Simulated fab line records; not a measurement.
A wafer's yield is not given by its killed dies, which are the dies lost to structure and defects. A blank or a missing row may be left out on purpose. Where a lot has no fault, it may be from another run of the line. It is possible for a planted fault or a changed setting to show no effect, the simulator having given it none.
3 desks looking at one fault / flow n5_finfet / every desk sees just its own numbers, and what lay behind them comes last

## THE DEFECT DESK
Lot by lot, what the route's inspections counted, given as the mean of those sampled wafers with a number. Any lot whose mean is over 4 standard deviations away from the usual mean is out of limits and marked OUT; that distance is given in the brackets.
Columns: A = raw_defect_count at N5_PMOS_HMC_CHANNEL_EPI_INSPECT_30, usual 19
lot=L527; first seen here=day 2 08:02; A=19
lot=L530; first seen here=day 3 02:30; A=21
lot=L531; first seen here=day 3 09:26; A=21
lot=L533; first seen here=day 3 20:10; A=16
lot=L540; first seen here=day 5 13:52; A=22
lot=L544; first seen here=day 6 13:46; A=25
lot=L545; first seen here=day 6 20:05; A=32
lot=L546; first seen here=day 7 02:32; A=14
lot=L547; first seen here=day 7 08:32; A=16
lot=L548; first seen here=day 7 14:04; A=20
This desk's verdict: no lot among the 10 shows anything out of limits.

## THE TOOL OWNER'S DESK: epi_rpcvd-04
The tool's own readings at N5_PMOS_HMC_CHANNEL_EPI_EPI_20 (deposits SiGe30, target thk 59 nm): means of the sampled wafers that have a number, for each lot that ran on this tool. Any lot whose mean is over 4 standard deviations away from the usual mean is out of limits and marked OUT; that distance is given in the brackets.
Columns: A = susceptor_temp_C at N5_PMOS_HMC_CHANNEL_EPI_EPI_20, usual 600.08 C; B = susceptor_temp_C_max at N5_PMOS_HMC_CHANNEL_EPI_EPI_20, usual 601.9
lot=L527; first seen here=day 2 05:56; A=599.87; B=602.4
lot=L531; first seen here=day 3 07:17; A=607.44 (+25) OUT; B=609.8 (+8.5) OUT
lot=L533; first seen here=day 3 18:04; A=607.28 (+25) OUT; B=609.9 (+8.6) OUT
lot=L545; first seen here=day 6 17:59; A=600.30; B=603.0
lot=L547; first seen here=day 7 06:32; A=600.17; B=603.1
This desk's verdict: out of limits on L531, L533, starting with L531 at day 3 07:17 (susceptor_temp_C at N5_PMOS_HMC_CHANNEL_EPI_EPI_20). L527, L545, L547 stayed within limits.

## FROM THE METROLOGY DESK
Lot by lot, what the gauges showed, no matter which tool ran the lot: averages of those sampled wafers that carry a number. Any lot whose mean is over 4 standard deviations away from the usual mean is out of limits and marked OUT; that distance is given in the brackets. Of its 10 readings 7 are shown: those that lie furthest out on some lot.
Columns: A = DIBL_N at N5_BEOL_M4_RC_MEAS_101, usual 37.2 mV/V; B = IOFF_P at N5_BEOL_M4_RC_MEAS_101, usual 0.22 nA/um; C = ION_N at N5_BEOL_M4_RC_MEAS_101, usual 678 uA/um; D = ION_P at N5_BEOL_M4_RC_MEAS_101, usual 462 uA/um; E = SS_N at N5_BEOL_M4_RC_MEAS_101, usual 71.8 mV/dec; F = VT_N at N5_BEOL_M4_RC_MEAS_101, usual 249 mV; G = VT_P at N5_BEOL_M4_RC_MEAS_101, usual -250 mV
lot=L527; first seen here=day 8 20:13; A=40.2; B=0.23; C=676; D=457; E=71.7; F=245; G=-252
lot=L530; first seen here=day 9 17:16; A=36.6; B=0.23; C=680; D=466; E=71.9; F=248; G=-249
lot=L531; first seen here=day 9 20:22; A=35.9; B=0.20; C=679; D=466; E=71.0; F=250; G=-251
lot=L533; first seen here=day 10 04:07; A=36.1; B=0.17; C=692; D=458; E=71.7; F=247; G=-255
lot=L540; first seen here=day 11 19:28; A=37.2; B=0.21; C=678; D=462; E=71.7; F=250; G=-250
lot=L544; first seen here=day 13 03:50; A=37.5; B=0.22; C=675; D=461; E=72.1; F=248; G=-250
lot=L545; first seen here=day 13 04:33; A=37.0; B=0.24; C=683; D=466; E=72.0; F=247; G=-247
lot=L546; first seen here=day 13 12:39; A=36.9; B=0.23; C=686; D=462; E=72.0; F=247; G=-250
lot=L547; first seen here=day 13 13:22; A=36.7; B=0.20; C=665; D=453; E=72.2; F=251; G=-254
lot=L548; first seen here=day 13 22:26; A=35.3; B=0.19; C=667; D=457; E=72.1; F=252; G=-253
This desk's verdict: no lot among the 10 shows anything out of limits.

## TAKEN TOGETHER
The tool owner's desk had the chance to raise an alarm at day 3 07:17 on L531, L533.
No out-of-limits result turned up at the defect desk.
At the metrology desk, nothing out of limits was observed.
The defect desk has L531, L533 on record, within its limits.
The metrology desk holds a record of L531, L533, inside its limits.
Every lot named ran N5_PMOS_HMC_CHANNEL_EPI_EPI_20 on epi_rpcvd-04.

## WHAT WAS PUT IN BY THE SIMULATOR
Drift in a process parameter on epi_rpcvd-04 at N5_PMOS_HMC_CHANNEL_EPI_EPI_20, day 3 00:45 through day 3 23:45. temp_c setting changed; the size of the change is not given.
Lots struck among those shown: L531, L533.
Delay in hours, fault start to first out-of-limits reading, by desk: the tool owner's desk at 7.
